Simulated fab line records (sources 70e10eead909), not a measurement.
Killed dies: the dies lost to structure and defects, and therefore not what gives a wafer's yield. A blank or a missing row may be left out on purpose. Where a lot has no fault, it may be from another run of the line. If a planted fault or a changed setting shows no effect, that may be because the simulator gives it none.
fab line records	flow nand-harc
record lots=24	wafers=72	last-day=33
route steps=1302 shown P_ZERO_WELL@31 P_STI@90 P_GATE@122
lots that met no fault: taken from a fault-free run of the same line
start-h: hours from the record's first day to the start of the lot's first wafer shown	wait-h: how many hours have passed since the lot's step before this one	" same as the row above	L1.1+2: several wafers, shown together as one row	- no value, or no start was given	* or withheld: withheld	< > ~ a bound
route shown NAME@n: names a module that has steps shown in the file, with the first one's number in the route	usual: mean/standard deviation of fault-free wafers	same: alike in all rows	chamber/n: place in a boat	sites: each site's reading	_std_site: the standard deviation of these	_edge_site: outer sites' mean less inner sites'	radius-mm: how far each site lies from the wafer's centre	mask NAME#n: copy n	behind: tool/chamber where the wafer was last shaped	hold: cause of the lot's hold/its duration in hours/its outcome	device: the n, p or np transistor that did not switch	end of line: the route-end tests of the same wafers	a step with no rows: only its recipe	killed: not the wafer's yield, but the dies lost to structure and defects at the first sort	map: a wafer's dies, x killed, . not, _ none there
set.NAME: the setting that was run; set.NAME@STEP: the one run at that earlier step	model.NAME: the simulator's own value behind a step, which no gauge read
a sample of lots followed through the steps of the route, with each step as a table and each wafer as a row
services: the hour from which a tool's chamber was out of use, counted from the record's first day as start-h (under 0 if before that day), plus the number of hours and why
## steps
# step NHARC_P_ZERO_WELL_DESCUM_26
# recipe time-s=3	o2-flow-sccm=200	ar-flow-sccm=0	bias-power-w=0	chemistry=O2
# usual drypump-motor-current-A=5.8/0.41	oes-product-au=1.000/0.0088	rf-vpp-V=57.8/0.94	showerhead-plenum-p-Torr=1.90/0.07	throttle-valve-pct=11.311/0.0085
lot.wafer	tool	chamber	start-h	wait-h	drypump-motor-current-A	oes-product-au	rf-hours-counter-h	rf-vpp-V	showerhead-plenum-p-Torr	throttle-valve-pct
L074.4	rie-diel-13	2	22.63	-	5.9	0.997	10	57.7	1.96	11.310
L074.6	"	0	"	"	5.9	0.995	-	58.3	1.89	11.309
L074.5	"	1	"	"	5.5	1.010	-	57.9	1.81	11.312
L075.2	rie-diel-08	1	32.78	-	5.9	0.997	5	58.8	1.93	11.299
L075.1	"	0	"	"	5.5	0.997	6	57.2	1.97	11.308
L075.6	"	1	"	"	5.9	0.999	-	57.0	1.93	11.308
L076.4	rie-diel-13	3	42.75	-	6.5	0.995	17	56.3	1.83	11.308
L076.2	"	2	"	"	5.9	1.004	18	57.8	1.96	11.306
L076.6	"	3	"	"	6.6	1.002	-	58.4	1.83	11.296
L077.4	rie-diel-08	2	53.24	-	5.4	1.023	9	57.0	1.95	11.307
L077.1	"	3	"	"	5.5	1.014	10	58.1	1.87	11.300
L077.6	"	3	"	"	5.5	1.008	-	58.9	1.87	11.317
L078.3	rie-diel-08	0	63.00	-	5.5	0.994	14	57.2	1.97	11.309
L078.2	"	2	"	"	5.4	1.016	11	57.6	1.95	11.310
L078.4	"	3	"	"	5.5	1.009	11	58.0	1.87	11.321
L079.4	rie-diel-08	2	72.75	-	5.4	1.004	13	59.0	1.95	11.326
L079.2	"	3	"	"	5.5	1.004	13	58.0	1.87	11.307
L079.6	"	2	"	"	5.4	1.007	-	60.1	1.95	11.303
L080.2	rie-diel-04	0	82.92	-	6.0	0.988	23	58.7	2.01	11.309
L080.6	"	3	"	"	6.4	0.995	-	58.6	1.89	11.304
L080.5	"	0	"	"	6.0	0.993	-	57.9	2.01	11.316
L081.1	rie-diel-13	2	92.63	-	5.9	1.007	37	56.5	1.96	11.311
L081.6	"	1	"	"	5.5	1.003	-	58.8	1.80	11.296
L081.5	"	2	"	"	5.9	1.013	-	55.4	1.95	11.323
L082.1	rie-diel-13	2	102.64	-	5.9	1.001	39	56.4	1.95	11.307
L082.4	"	3	"	"	6.6	1.003	34	59.4	1.82	11.311
L082.6	"	1	"	"	5.5	1.004	-	56.7	1.80	11.314
L083.3	rie-diel-13	1	112.62	-	5.5	1.005	44	57.5	1.80	11.319
L083.2	"	3	"	"	6.6	0.988	36	58.6	1.82	11.294
L083.4	"	0	"	"	5.9	0.985	38	57.3	1.88	11.310
L084.1	rie-diel-13	0	122.75	-	5.9	0.994	41	57.5	1.88	11.329
L084.3	"	2	"	"	5.9	1.014	45	56.0	1.95	11.324
L084.5	"	0	"	"	5.9	0.991	-	58.9	1.88	11.307
L085.4	rie-diel-04	1	132.74	-	4.8	1.001	48	59.6	2.04	11.315
L085.2	"	3	"	"	6.4	0.989	39	57.5	1.88	11.310
L085.5	"	1	"	"	4.8	0.997	-	58.4	2.04	11.296
L086.1	rie-diel-13	1	142.92	-	5.5	0.999	51	57.5	1.80	11.314
L086.6	"	2	"	"	5.9	0.993	-	57.1	1.95	11.318
L086.5	"	3	"	"	6.5	1.004	-	57.6	1.82	11.311
L087.3	rie-diel-04	2	153.26	-	6.0	0.999	52	58.2	1.78	11.298
L087.1	"	3	"	"	6.4	0.989	44	59.8	1.88	11.306
L087.5	"	1	"	"	4.8	0.993	-	59.0	2.04	11.301
L088.4	rie-diel-08	1	162.75	-	5.9	0.984	42	59.5	1.91	11.301
L088.2	"	0	"	"	5.5	0.980	41	57.8	1.96	11.322
L088.6	"	2	"	"	5.4	0.997	-	58.4	1.94	11.316
L089.2	rie-diel-04	0	172.91	-	6.1	0.987	47	58.1	2.00	11.317
L089.3	"	1	"	"	4.8	0.994	61	59.2	2.04	11.311
L089.6	"	1	"	"	4.8	0.988	-	58.5	2.04	11.308
L090.1	rie-diel-08	0	182.63	-	5.5	0.984	52	59.4	1.95	11.308
L090.4	"	1	"	"	5.9	0.998	53	58.0	1.91	11.307
L090.5	"	0	"	"	5.6	0.984	-	59.0	1.95	11.312
L091.3	rie-diel-04	3	192.61	-	6.4	1.012	1	55.7	1.88	11.300
L091.2	"	0	"	"	6.1	0.995	1	58.8	2.00	11.308
L091.4	"	1	"	"	4.8	0.993	1	58.9	2.04	11.302
L092.4	rie-diel-08	2	202.75	-	5.4	1.013	0	57.6	1.93	11.309
L092.5	"	1	"	"	5.9	1.014	-	59.0	1.91	11.322
L092.6	"	2	"	"	5.4	1.003	-	58.1	1.93	11.311
L093.3	rie-diel-13	1	213.05	-	5.5	1.011	15	57.4	1.79	11.300
L093.2	"	2	"	"	5.9	1.004	14	58.3	1.94	11.308
L093.6	"	0	"	"	5.9	1.002	-	57.8	1.87	11.321
L094.4	rie-diel-08	3	222.78	-	5.5	0.992	8	57.3	1.85	11.299
L094.1	"	0	"	"	5.5	1.001	9	58.7	1.95	11.316
L094.5	"	2	"	"	5.4	1.002	-	58.3	1.93	11.334
L095.1	rie-diel-08	2	232.74	-	5.4	1.005	9	58.1	1.93	11.309
L095.4	"	3	"	"	5.5	0.998	11	57.7	1.85	11.319
L095.3	"	1	"	"	5.9	0.990	8	56.4	1.91	11.322
L096.3	rie-diel-08	1	242.63	-	5.9	1.005	10	58.9	1.91	11.326
L096.1	"	2	"	"	5.4	0.999	11	57.9	1.93	11.307
L096.6	"	1	"	"	5.9	1.007	-	56.5	1.91	11.306
L097.2	rie-diel-08	3	252.49	-	5.5	1.000	14	58.8	1.85	11.309
L097.4	"	1	"	"	5.9	1.008	11	57.7	1.91	11.308
L097.5	"	0	"	"	5.5	1.010	-	58.5	1.95	11.325
# step NHARC_P_STI_ETCH_15
# recipe target-depth-a=3000	taper-deg=4	time-s=100.1	hbr-flow-sccm=150	cl2-flow-sccm=50	rf-w=400	icp-w=400	bias-w=100	chemistry=HBr/Cl2
# usual drypump-motor-current-A=5.8/0.32	mfc-cl2-sccm=50.00/0.15	oes-product-au=1.003/0.012	throttle-valve-pct=26.405/0.0092
lot.wafer	tool	chamber	start-h	wait-h	drypump-motor-current-A	mfc-cl2-sccm	oes-product-au	rf-hours-counter-h	throttle-valve-pct
L074.4	rie-si-05	3	46.37	-	5.4	49.99	0.992	0.8	26.412
L074.6	"	2	"	"	5.8	50.17	0.978	-	26.398
L074.5	"	3	"	"	5.4	49.80	0.995	-	26.413
L075.1	rie-si-01	1	57.07	-	6.0	49.97	1.015	0.2	26.402
L075.2	"	0	"	"	5.5	49.93	1.024	0.3	26.415
L075.6	"	2	"	"	6.2	49.91	1.021	-	26.408
L076.4	rie-si-01	1	65.07	-	6.0	50.13	1.019	0.3	26.417
L076.2	"	3	"	"	5.6	50.12	1.008	0.3	26.403
L076.6	"	2	"	"	6.2	50.13	1.020	-	26.416
L077.4	rie-si-05	0	76.40	-	5.4	50.08	0.999	0.8	26.397
L077.1	"	2	"	"	5.7	50.22	0.992	1.1	26.406
L077.6	"	0	"	"	5.4	49.93	1.014	-	26.417
L078.3	rie-si-03	1	85.13	-	6.0	49.94	0.998	0.1	26.392
L078.4	"	3	"	"	5.4	49.74	1.027	0.1	26.420
L078.2	"	0	"	"	6.3	50.16	1.000	0.1	26.419
L079.4	rie-si-05	1	95.81	-	5.6	50.05	1.011	1.0	26.400
L079.2	"	3	"	"	5.4	49.88	1.002	1.1	26.392
L079.6	"	2	"	"	5.8	50.11	0.996	-	26.400
L080.2	rie-si-03	1	104.45	-	6.0	50.09	1.003	0.3	26.411
L080.6	"	0	"	"	6.3	49.77	0.997	-	26.410
L080.5	"	1	"	"	6.0	49.82	0.998	-	26.386
L081.1	rie-si-03	1	115.84	-	6.0	49.91	1.000	0.4	26.393
L081.5	"	1	"	"	6.0	49.76	1.001	-	26.421
L081.6	"	2	"	"	6.1	50.36	0.993	-	26.427
L082.4	rie-si-03	3	123.33	-	5.4	49.87	1.015	0.4	26.398
L082.1	"	2	"	"	6.0	50.15	0.991	0.4	26.398
L082.6	"	3	"	"	5.4	49.81	1.011	-	26.394
L083.4	rie-si-03	1	134.33	-	6.0	49.83	0.994	0.5	26.413
L083.2	"	2	"	"	6.0	50.06	0.992	0.5	26.408
L083.3	"	3	"	"	5.4	50.14	1.015	0.5	26.397
L084.1	rie-si-05	0	144.34	-	5.5	50.03	0.990	0.1	26.394
L084.3	"	1	"	"	5.6	50.16	0.994	0.1	26.423
L084.5	"	3	"	"	5.4	50.01	0.996	-	26.413
L085.4	rie-si-03	3	154.95	-	5.4	50.05	1.013	0.6	26.392
L085.2	"	1	"	"	6.0	50.19	0.994	0.8	26.409
L085.5	"	3	"	"	5.4	50.20	1.002	-	26.405
L086.1	rie-si-03	0	163.41	-	6.3	49.92	0.990	0.8	26.416
L086.6	"	1	"	"	6.0	49.96	1.002	-	26.413
L086.5	"	2	"	"	6.1	49.90	0.997	-	26.417
L087.1	rie-si-01	2	175.48	-	6.2	50.02	1.011	1.0	26.407
L087.3	"	3	"	"	5.6	50.04	1.002	0.9	26.405
L087.5	"	1	"	"	6.0	50.29	1.006	-	26.419
L088.4	rie-si-05	3	183.57	-	5.4	50.15	0.998	0.4	26.395
L088.2	"	0	"	"	5.4	50.07	0.993	0.4	26.388
L088.6	"	2	"	"	5.8	50.44	0.995	-	26.404
L089.3	rie-si-05	3	195.54	-	5.4	49.84	0.998	0.4	26.410
L089.2	"	0	"	"	5.4	50.12	0.984	0.4	26.407
L089.6	"	2	"	"	5.8	49.88	1.001	-	26.396
L090.1	rie-si-01	1	206.90	-	6.0	50.14	1.015	0.0	26.404
L090.4	"	2	"	"	6.2	50.16	1.023	0.0	26.411
L090.5	"	1	"	"	6.1	49.98	1.020	-	26.398
L091.3	rie-si-05	1	214.56	-	5.6	50.05	1.010	0.4	26.423
L091.4	"	2	"	"	5.8	49.85	1.013	0.5	26.426
L091.2	"	0	"	"	5.4	49.90	0.999	0.5	26.394
L092.4	rie-si-01	3	225.87	-	5.6	49.93	0.999	0.1	26.411
L092.5	"	2	"	"	6.2	50.11	1.018	-	26.407
L092.6	"	3	"	"	5.6	49.87	0.994	-	26.410
L093.3	rie-si-01	0	237.32	-	5.5	49.95	1.023	0.3	26.407
L093.2	"	1	"	"	6.1	49.96	1.013	0.3	26.415
L093.6	"	1	"	"	6.0	50.10	1.010	-	26.402
L094.1	rie-si-05	0	245.98	-	5.4	49.93	0.981	0.8	26.403
L094.4	"	1	"	"	5.6	50.05	1.009	0.7	26.405
L094.5	"	0	"	"	5.4	50.11	0.980	-	26.410
L095.4	rie-si-05	3	253.21	-	5.4	49.88	0.990	0.9	26.403
L095.3	"	1	"	"	5.6	50.08	1.013	0.7	26.401
L095.1	"	2	"	"	5.8	49.98	1.006	0.8	26.413
L096.3	rie-si-05	2	263.66	-	5.8	49.90	0.996	0.9	26.407
L096.1	"	0	"	"	5.4	50.13	0.989	0.9	26.405
L096.6	"	2	"	"	5.8	50.26	1.013	-	26.395
L097.2	rie-si-03	3	273.40	-	5.4	50.22	1.006	0.2	26.399
L097.4	"	0	"	"	6.3	49.99	0.997	0.2	26.402
L097.5	"	2	"	"	6.0	49.85	0.999	-	26.414
# step NHARC_P_STI_OCD_MEAS_17
# usual trench-depth-nm=302/5	trench-foot-cd-nm=158.1/2.3
lot.wafer	tool	chamber	start-h	wait-h	trench-depth-nm	trench-foot-cd-nm
L074.4	ocd-01	-	46.61	0.1	299	156.3
L074.5	"	-	"	"	299	155.0
L074.6	"	-	"	"	293	160.3
L075.1	ocd-02	-	57.32	0.1	305	159.1
L075.2	"	-	"	"	313	156.6
L075.6	"	-	"	"	310	156.9
L076.2	ocd-02	-	65.32	0.1	304	156.7
L076.4	"	-	"	"	307	156.4
L076.6	"	-	"	"	309	159.2
L077.1	ocd-02	-	76.65	0.1	295	159.8
L077.4	"	-	"	"	304	158.0
L077.6	"	-	"	"	305	156.1
L078.2	ocd-01	-	85.38	0.1	298	158.6
L078.3	"	-	"	"	299	160.3
L078.4	"	-	"	"	310	157.5
L079.2	ocd-01	-	96.06	0.1	298	158.1
L079.4	"	-	"	"	303	159.1
L079.6	"	-	"	"	300	160.2
L080.2	ocd-01	-	104.68	0.1	301	159.5
L080.5	"	-	"	"	303	156.8
L080.6	"	-	"	"	299	161.5
L081.1	ocd-02	-	116.09	0.1	302	159.4
L081.5	"	-	"	"	303	157.4
L081.6	"	-	"	"	298	155.6
L082.1	ocd-01	-	123.59	0.1	299	158.6
L082.4	"	-	"	"	307	155.0
L082.6	"	-	"	"	307	157.1
L083.2	ocd-01	-	134.56	0.1	296	156.4
L083.3	"	-	"	"	308	155.0
L083.4	"	-	"	"	301	154.6
L084.1	ocd-02	-	144.57	0.1	297	157.4
L084.3	"	-	"	"	302	156.7
L084.5	"	-	"	"	296	155.2
L085.2	ocd-01	-	155.20	0.1	296	161.4
L085.4	"	-	"	"	306	162.2
L085.5	"	-	"	"	305	156.3
L086.1	ocd-02	-	163.61	0.1	296	159.3
L086.5	"	-	"	"	300	157.1
L086.6	"	-	"	"	303	158.6
L087.1	ocd-02	-	175.70	0.1	307	153.7
L087.3	"	-	"	"	303	156.5
L087.5	"	-	"	"	305	153.8
L088.2	ocd-02	-	183.81	0.1	294	162.4
L088.4	"	-	"	"	300	162.4
L088.6	"	-	"	"	300	160.1
L089.2	ocd-02	-	195.78	0.1	292	161.3
L089.3	"	-	"	"	301	159.4
L089.6	"	-	"	"	303	156.9
L090.1	ocd-01	-	207.15	0.1	303	155.8
L090.4	"	-	"	"	312	160.0
L090.5	"	-	"	"	306	165.1
L091.2	ocd-02	-	214.82	0.1	297	160.5
L091.3	"	-	"	"	305	160.2
L091.4	"	-	"	"	305	159.4
L092.4	ocd-02	-	226.11	0.1	298	159.9
L092.5	"	-	"	"	309	157.2
L092.6	"	-	"	"	300	158.8
L093.2	ocd-02	-	237.57	0.1	304	154.5
L093.3	"	-	"	"	309	155.3
L093.6	"	-	"	"	304	158.7
L094.1	ocd-02	-	246.23	0.1	293	158.3
L094.4	"	-	"	"	306	156.6
L094.5	"	-	"	"	295	159.8
L095.1	ocd-01	-	253.46	0.1	302	158.7
L095.3	"	-	"	"	307	156.2
L095.4	"	-	"	"	297	156.9
L096.1	ocd-02	-	263.94	0.1	294	159.6
L096.3	"	-	"	"	301	160.0
L096.6	"	-	"	"	302	156.3
L097.2	ocd-01	-	273.64	0.1	303	158.3
L097.4	"	-	"	"	300	155.0
L097.5	"	-	"	"	301	157.0
# step NHARC_P_GATE_CD_MEAS_11
# recipe target-cd-nm=1640	landing-energy-ev=500
# usual cd-nm=1639.5/1.4
lot.wafer	tool	chamber	start-h	wait-h	cd-nm
L074.4	cd-sem-01	0	82.25	-	1640.9
L074.5	"	0	"	"	1641.0
L074.6	"	0	"	"	1641.6
L075.1	cd-sem-02	0	92.41	-	1640.9
L075.2	"	0	"	"	1639.9
L075.6	"	0	"	"	1641.0
L076.2	cd-sem-03	0	99.48	-	1640.3
L076.4	"	0	"	"	1640.1
L076.6	"	0	"	"	1640.2
L077.1	cd-sem-03	0	114.51	-	1640.1
L077.4	"	0	"	"	1641.2
L077.6	"	0	"	"	1642.3
L078.2	cd-sem-01	0	118.12	-	1636.8
L078.3	"	0	"	"	1638.7
L078.4	"	0	"	"	1640.8
L079.2	cd-sem-02	0	130.97	-	1640.5
L079.4	"	0	"	"	1637.2
L079.6	"	0	"	"	1640.6
L080.2	cd-sem-03	0	141.12	-	1639.4
L080.5	"	0	"	"	1639.8
L080.6	"	0	"	"	1639.4
L081.1	cd-sem-02	0	153.96	-	1638.8
L081.5	"	0	"	"	1638.3
L081.6	"	0	"	"	1638.5
L082.1	cd-sem-03	0	164.92	-	1637.2
L082.4	"	0	"	"	1639.9
L082.6	"	0	"	"	1636.5
L083.2	cd-sem-03	0	168.11	-	1639.0
L083.3	"	0	"	"	1642.3
L083.4	"	0	"	"	1640.2
L084.1	cd-sem-01	0	184.32	-	1639.2
L084.3	"	0	"	"	1639.0
L084.5	"	0	"	"	1641.0
L085.2	cd-sem-01	0	190.03	-	1638.0
L085.4	"	0	"	"	1639.0
L085.5	"	0	"	"	1638.4
L086.1	cd-sem-02	0	196.80	-	1639.8
L086.5	"	0	"	"	1639.8
L086.6	"	0	"	"	1639.8
L087.1	cd-sem-02	0	211.92	-	1638.2
L087.3	"	0	"	"	1637.6
L087.5	"	0	"	"	1638.7
L088.2	cd-sem-02	0	228.48	-	1639.8
L088.4	"	0	"	"	1635.9
L088.6	"	0	"	"	1640.0
L089.2	cd-sem-01	0	228.64	-	1638.9
L089.3	"	0	"	"	1639.7
L089.6	"	0	"	"	1639.7
L090.1	cd-sem-01	0	248.99	-	1639.1
L090.4	"	0	"	"	1641.6
L090.5	"	0	"	"	1640.1
L091.2	cd-sem-01	0	252.97	-	1639.5
L091.3	"	0	"	"	1639.1
L091.4	"	0	"	"	1638.9
L092.4	cd-sem-02	0	268.20	-	1638.7
L092.5	"	0	"	"	1639.0
L092.6	"	0	"	"	1640.1
L093.2	cd-sem-02	0	274.57	-	1638.7
L093.3	"	0	"	"	1639.4
L093.6	"	0	"	"	1639.7
L094.1	cd-sem-03	0	282.37	-	1642.6
L094.4	"	0	"	"	1639.8
L094.5	"	0	"	"	1641.4
L095.1	cd-sem-02	0	288.21	-	1638.4
L095.3	"	0	"	"	1641.8
L095.4	"	0	"	"	1639.1
L096.1	cd-sem-02	0	302.45	-	1638.0
L096.3	"	0	"	"	1640.2
L096.6	"	0	"	"	1638.7
L097.2	cd-sem-01	0	310.19	-	1636.8
L097.4	"	0	"	"	1638.9
L097.5	"	0	"	"	1639.8
# step NHARC_P_GATE_INSPECT_28
# usual raw-defect-count=7/3
lot.wafer	tool	chamber	start-h	wait-h	raw-defect-count
L074.4	defect-inspect-01	-	96.55	0.0	6
L074.5	"	-	"	"	6
L074.6	"	-	"	"	4
L075.1	defect-inspect-01	-	111.25	0.0	7
L075.2	"	-	"	"	8
L075.6	"	-	"	"	3
L076.2	defect-inspect-01	-	115.79	0.0	5
L076.4	"	-	"	"	1
L076.6	"	-	"	"	8
L077.1	defect-inspect-01	-	128.82	0.0	7
L077.4	"	-	"	"	9
L077.6	"	-	"	"	6
L078.2	defect-inspect-02	-	132.17	0.1	7
L078.3	"	-	"	"	8
L078.4	"	-	"	"	3
L079.2	defect-inspect-01	-	144.90	0.0	7
L079.4	"	-	"	"	4
L079.6	"	-	"	"	9
L080.2	defect-inspect-01	-	154.96	0.0	6
L080.5	"	-	"	"	8
L080.6	"	-	"	"	5
L081.1	defect-inspect-01	-	170.56	0.0	10
L081.5	"	-	"	"	10
L081.6	"	-	"	"	6
L082.1	defect-inspect-02	-	178.86	0.0	7
L082.4	"	-	"	"	3
L082.6	"	-	"	"	12
L083.2	defect-inspect-01	-	182.49	0.0	5
L083.3	"	-	"	"	12
L083.4	"	-	"	"	3
L084.1	defect-inspect-01	-	205.03	0.0	8
L084.3	"	-	"	"	8
L084.5	"	-	"	"	12
L085.2	defect-inspect-02	-	207.51	0.0	5
L085.4	"	-	"	"	6
L085.5	"	-	"	"	6
L086.1	defect-inspect-02	-	214.45	0.0	3
L086.5	"	-	"	"	2
L086.6	"	-	"	"	7
L087.1	defect-inspect-02	-	230.32	0.0	10
L087.3	"	-	"	"	8
L087.5	"	-	"	"	10
L088.2	defect-inspect-01	-	244.77	0.0	5
L088.4	"	-	"	"	2
L088.6	"	-	"	"	6
L089.2	defect-inspect-02	-	245.04	0.0	5
L089.3	"	-	"	"	9
L089.6	"	-	"	"	5
L090.1	defect-inspect-02	-	263.36	0.0	9
L090.4	"	-	"	"	8
L090.5	"	-	"	"	17
L091.2	defect-inspect-01	-	267.41	0.0	9
L091.3	"	-	"	"	6
L091.4	"	-	"	"	7
L092.4	defect-inspect-01	-	287.33	0.0	11
L092.5	"	-	"	"	13
L092.6	"	-	"	"	12
L093.2	defect-inspect-02	-	291.85	0.0	6
L093.3	"	-	"	"	4
L093.6	"	-	"	"	7
L094.1	defect-inspect-01	-	297.72	0.0	5
L094.4	"	-	"	"	6
L094.5	"	-	"	"	7
L095.1	defect-inspect-01	-	302.33	0.0	5
L095.3	"	-	"	"	7
L095.4	"	-	"	"	3
L096.1	defect-inspect-01	-	316.84	0.0	2
L096.3	"	-	"	"	4
L096.6	"	-	"	"	3
L097.2	defect-inspect-01	-	326.86	0.0	6
L097.4	"	-	"	"	4
L097.5	"	-	"	"	4
# step NHARC_P_GATE_DESCUM_93
# recipe time-s=3	o2-flow-sccm=200	ar-flow-sccm=0	bias-power-w=0	chemistry=O2
# usual drypump-motor-current-A=5.6/0.43	oes-product-au=1.000/0.0097	rf-vpp-V=58.0/0.85	showerhead-plenum-p-Torr=1.95/0.067	throttle-valve-pct=11.310/0.0086
lot.wafer	tool	chamber	start-h	wait-h	drypump-motor-current-A	oes-product-au	rf-hours-counter-h	rf-vpp-V	showerhead-plenum-p-Torr	throttle-valve-pct
L074.4	rie-diel-07	3	111.77	-	6.3	0.997	12.0	56.2	1.94	11.306
L074.6	"	0	"	"	5.5	0.991	-	58.6	1.89	11.297
L074.5	"	1	"	"	4.7	0.996	-	58.5	2.02	11.307
L075.2	rie-diel-07	2	126.70	-	5.9	0.987	0	58.1	2.04	11.301
L075.1	"	0	"	"	5.5	0.987	0	58.2	1.89	11.307
L075.6	"	1	"	"	4.7	0.997	-	59.0	2.02	11.309
L076.2	rie-diel-02	1	131.06	-	5.6	0.998	3.5	59.4	2.01	11.315
L076.4	"	2	"	"	6.1	1.001	4.0	58.9	1.96	11.304
L076.6	"	0	"	"	5.1	0.999	-	57.9	1.89	11.317
L077.4	rie-diel-07	2	144.19	-	5.8	0.977	0.9	59.9	2.04	11.306
L077.1	"	3	"	"	6.3	0.999	1.3	57.0	1.94	11.321
L077.6	"	1	"	"	4.7	1.002	-	57.8	2.02	11.311
L078.2	rie-diel-07	0	147.38	-	5.5	0.995	1.4	57.3	1.89	11.323
L078.4	"	1	"	"	4.8	1.001	0.9	59.8	2.02	11.301
L078.3	"	2	"	"	5.9	0.985	1.0	57.0	2.04	11.312
L079.4	rie-diel-02	1	160.25	-	5.6	1.002	4.8	58.3	2.01	11.319
L079.2	"	2	"	"	6.1	1.004	4.8	58.2	1.96	11.304
L079.6	"	0	"	"	5.1	1.000	-	58.1	1.89	11.294
L080.2	rie-diel-10	1	173.60	-	6.0	1.014	4.0	58.1	1.90	11.303
L080.6	"	2	"	"	5.4	0.999	-	58.5	2.05	11.314
L080.5	"	3	"	"	5.8	1.013	-	57.6	1.98	11.311
L081.1	rie-diel-07	0	186.00	-	5.5	1.002	3.3	57.8	1.89	11.291
L081.5	"	3	"	"	6.3	1.001	-	59.4	1.94	11.315
L081.6	"	0	"	"	5.5	1.006	-	57.5	1.89	11.308
L082.1	rie-diel-02	3	194.26	-	5.6	1.019	5.2	58.0	1.82	11.313
L082.4	"	2	"	"	6.1	1.004	5.9	57.3	1.96	11.321
L082.6	"	3	"	"	5.6	1.022	-	56.4	1.82	11.310
L083.4	rie-diel-07	2	197.96	-	5.9	0.970	4.2	57.4	2.03	11.312
L083.3	"	0	"	"	5.5	0.993	4.8	59.1	1.89	11.293
L083.2	"	1	"	"	4.7	0.987	4.4	57.8	2.02	11.293
L084.1	rie-diel-10	3	220.41	-	5.7	1.025	5.6	58.1	1.98	11.300
L084.3	"	2	"	"	5.5	1.000	6.6	56.0	2.05	11.312
L084.5	"	3	"	"	5.8	1.020	-	59.0	1.98	11.306
L085.4	rie-diel-07	1	222.96	-	4.7	1.003	5.5	56.8	2.02	11.305
L085.2	"	0	"	"	5.5	0.993	5.8	57.7	1.89	11.321
L085.5	"	2	"	"	5.9	0.987	-	60.2	2.03	11.296
L086.1	rie-diel-07	2	230.01	-	5.9	0.978	5.2	58.1	2.03	11.307
L086.5	"	0	"	"	5.5	0.993	-	57.2	1.89	11.308
L086.6	"	1	"	"	4.7	0.996	-	58.1	2.02	11.318
L087.3	rie-diel-02	0	245.78	-	5.1	1.013	2.0	56.9	1.89	11.316
L087.1	"	1	"	"	5.6	1.002	1.9	58.4	2.01	11.321
L087.5	"	1	"	"	5.6	0.995	-	58.0	2.01	11.309
L088.4	rie-diel-10	0	260.25	-	5.4	1.008	1.0	57.8	1.89	11.318
L088.2	"	2	"	"	5.5	0.992	0.5	58.6	2.05	11.300
L088.6	"	1	"	"	6.0	1.008	-	57.0	1.90	11.313
L089.2	rie-diel-07	0	260.62	-	5.5	0.998	7.5	57.0	1.89	11.312
L089.3	"	1	"	"	4.7	0.996	8.1	58.7	2.02	11.305
L089.6	"	1	"	"	4.7	0.997	-	58.0	2.02	11.314
L090.4	rie-diel-10	0	278.82	-	5.4	1.002	1.6	57.9	1.89	11.324
L090.1	"	2	"	"	5.4	0.985	1.6	58.0	2.05	11.308
L090.5	"	0	"	"	5.3	0.993	-	56.8	1.89	11.305
L091.2	rie-diel-10	1	282.83	-	6.0	0.999	2.2	58.1	1.90	11.311
L091.3	"	2	"	"	5.5	1.002	2.7	57.9	2.05	11.320
L091.4	"	3	"	"	5.8	1.009	2.7	56.3	1.98	11.303
L092.4	rie-diel-10	3	302.80	-	5.7	1.000	4.6	59.0	1.98	11.301
L092.6	"	2	"	"	5.5	0.995	-	58.5	2.05	11.310
L092.5	"	3	"	"	5.7	1.010	-	59.1	1.98	11.318
L093.2	rie-diel-10	1	307.40	-	6.0	1.007	3.6	58.4	1.90	11.303
L093.3	"	2	"	"	5.5	0.983	4.8	58.5	2.05	11.328
L093.6	"	3	"	"	5.7	1.004	-	58.4	1.98	11.322
L094.4	rie-diel-07	2	313.00	-	5.9	0.986	1.2	57.6	2.03	11.318
L094.1	"	3	"	"	6.3	0.983	1.2	58.1	1.94	11.306
L094.5	"	3	"	"	6.3	0.995	-	59.0	1.94	11.298
L095.3	rie-diel-10	0	317.69	-	5.4	1.011	3.7	57.4	1.89	11.311
L095.1	"	2	"	"	5.4	1.007	5.0	58.5	2.05	11.312
L095.4	"	3	"	"	5.8	1.009	4.9	58.6	1.98	11.320
L096.3	rie-diel-02	1	332.30	-	5.6	1.019	7.8	59.3	2.01	11.304
L096.1	"	2	"	"	6.1	1.011	7.6	58.7	1.96	11.310
L096.6	"	1	"	"	5.6	1.012	-	57.0	2.01	11.301
L097.2	rie-diel-10	1	343.32	-	6.0	1.003	5.8	57.2	1.90	11.318
L097.4	"	3	"	"	5.8	1.011	7.7	58.3	1.98	11.308
L097.5	"	2	"	"	5.4	0.994	-	58.2	2.04	11.308
## services
tool	chamber	start-h	hours	kind
rie-diel-07	0	13.52	3.8	repair
rie-diel-08	-	13.81	9.0	pm
rie-diel-10	0	26.05	2.8	repair
rie-si-03	-	44.00	9.0	pm
rie-si-03	0	54.28	10.8	repair
rie-diel-10	-	65.50	9.0	pm
rie-diel-10	3	105.27	19.9	repair
rie-diel-07	3	106.23	5.0	repair
rie-diel-07	-	117.20	9.0	pm
rie-si-05	-	128.00	9.0	pm
rie-diel-13	1	130.15	6.9	repair
rie-diel-13	-	165.06	9.0	pm
rie-diel-07	3	165.80	4.2	repair
rie-diel-08	0	186.29	6.8	repair
rie-diel-08	-	190.89	9.0	pm
rie-diel-08	3	212.60	1.8	repair
rie-diel-10	1	227.91	13.4	repair
rie-diel-10	-	242.50	9.0	pm
rie-si-05	3	262.32	4.9	repair
rie-diel-07	2	266.82	4.5	repair
rie-diel-07	1	280.35	4.8	repair
rie-diel-07	-	294.20	9.0	pm
rie-diel-08	1	294.71	2.7	repair
rie-si-05	-	305.00	9.0	pm
## key
fault none
